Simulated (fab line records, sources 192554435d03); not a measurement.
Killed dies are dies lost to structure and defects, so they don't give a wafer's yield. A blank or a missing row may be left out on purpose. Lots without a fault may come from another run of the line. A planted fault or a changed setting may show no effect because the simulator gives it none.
Chamber matching | flow n5_finfet | N5_BEOL_M0_TRENCH_ETCH_107 on rie_diel-01: 4 sister chambers
The step etches SiOC in C4F6/O2, target depth 32.8 nm, time 16.4 s. 4 wafers are shown with their chamber, then 7 later ones without.

WAFERS WITH THEIR CHAMBER
wafer  | chamber | showerhead_plenum_p_Torr (Torr)
L084.1 | 3       | 2.80
L084.3 | 0       | 2.99
L084.5 | 1       | 2.95
L090.5 | 2       | 2.92

WAFERS WITHOUT THEIR CHAMBER
wafer  | showerhead_plenum_p_Torr (Torr)
L090.6 | 2.79
L093.2 | 2.98
L093.4 | 2.91
L093.6 | 2.94
L096.1 | 2.91
L096.3 | 2.97
L096.4 | 2.93

WHICH CHAMBER EACH WENT THROUGH
wafer  | from the rows above     | in truth
L090.6 | 3                       | 3
L093.2 | can't be placed: 0 or 1 | 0
L093.4 | 2                       | 2
L093.6 | can't be placed: 1 or 2 | 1
L096.1 | 2                       | 2
L096.3 | can't be placed: 0 or 1 | 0
L096.4 | can't be placed: 2 or 1 | 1
Placed correctly: 3 of 7. Can't be placed from these rows: 4 (the true chamber is among the candidates in 4). Placed wrongly: 0.
How it was worked out, from the rows above alone: a wafer's distance from a chamber is the root of the sum, over the readings, of the square of ((its reading less the chamber's mean) divided by the reading's scatter). The wafer belongs to the nearest chamber; if the next one is less than 2 further off, it can't be placed. A chamber's mean is the mean of its shown wafers. The scatter: with one shown wafer a chamber, the root of the mean of the squares of how far each hidden wafer lies from its nearest shown one.
